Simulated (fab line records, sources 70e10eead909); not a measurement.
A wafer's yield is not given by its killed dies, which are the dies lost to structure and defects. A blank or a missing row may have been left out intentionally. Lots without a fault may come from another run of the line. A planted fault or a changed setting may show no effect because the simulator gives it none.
Chamber matching / flow nand harc / NHARC_P_M1_PRE_CLEAN_32 on pecvd-03 has 3 sister chambers
The step time 12 s. 3 wafers are shown with their chamber, then 12 later ones without.

## EACH WAFER AND ITS CHAMBER
wafer=L089.4; chamber=2; heater power w (W)=485
wafer=L089.5; chamber=1; heater power w (W)=649
wafer=L089.6; chamber=0; heater power w (W)=744

## WAFERS WITH NO CHAMBER GIVEN
wafer=L090.1; heater power w (W)=695
wafer=L090.4; heater power w (W)=739
wafer=L090.5; heater power w (W)=477
wafer=L091.1; heater power w (W)=538
wafer=L091.4; heater power w (W)=641
wafer=L091.5; heater power w (W)=728
wafer=L092.1; heater power w (W)=700
wafer=L092.2; heater power w (W)=685
wafer=L092.6; heater power w (W)=540
wafer=L096.3; heater power w (W)=662
wafer=L096.4; heater power w (W)=684
wafer=L096.5; heater power w (W)=661

## WHICH CHAMBER EACH WENT THROUGH
wafer=L090.1; from the rows above=can't be placed: 1 or 0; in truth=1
wafer=L090.4; from the rows above=0; in truth=0
wafer=L090.5; from the rows above=2; in truth=2
wafer=L091.1; from the rows above=can't be placed: 2 or 1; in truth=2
wafer=L091.4; from the rows above=1; in truth=1
wafer=L091.5; from the rows above=can't be placed: 0 or 1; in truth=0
wafer=L092.1; from the rows above=can't be placed: 0 or 1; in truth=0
wafer=L092.2; from the rows above=can't be placed: 1 or 0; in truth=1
wafer=L092.6; from the rows above=can't be placed: 2 or 1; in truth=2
wafer=L096.3; from the rows above=1; in truth=1
wafer=L096.4; from the rows above=can't be placed: 1 or 0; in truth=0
wafer=L096.5; from the rows above=1; in truth=1
Correct placement for 5 of the 12. Cannot be placed on the basis of these rows: 7; the candidates contain the true chamber in 7. Number placed wrongly: 0.
How it was worked out, from the rows above alone: a wafer's distance from a chamber is the root of the sum, over the readings, of the square of ((its reading less the chamber's mean) divided by the reading's scatter). The wafer belongs to the nearest chamber; if the next one is less than 2 further off, it can't be placed. A chamber's mean is the mean of its shown wafers. The scatter: with one shown wafer a chamber, the root of the mean of the squares of how far each hidden wafer lies from its nearest shown one.
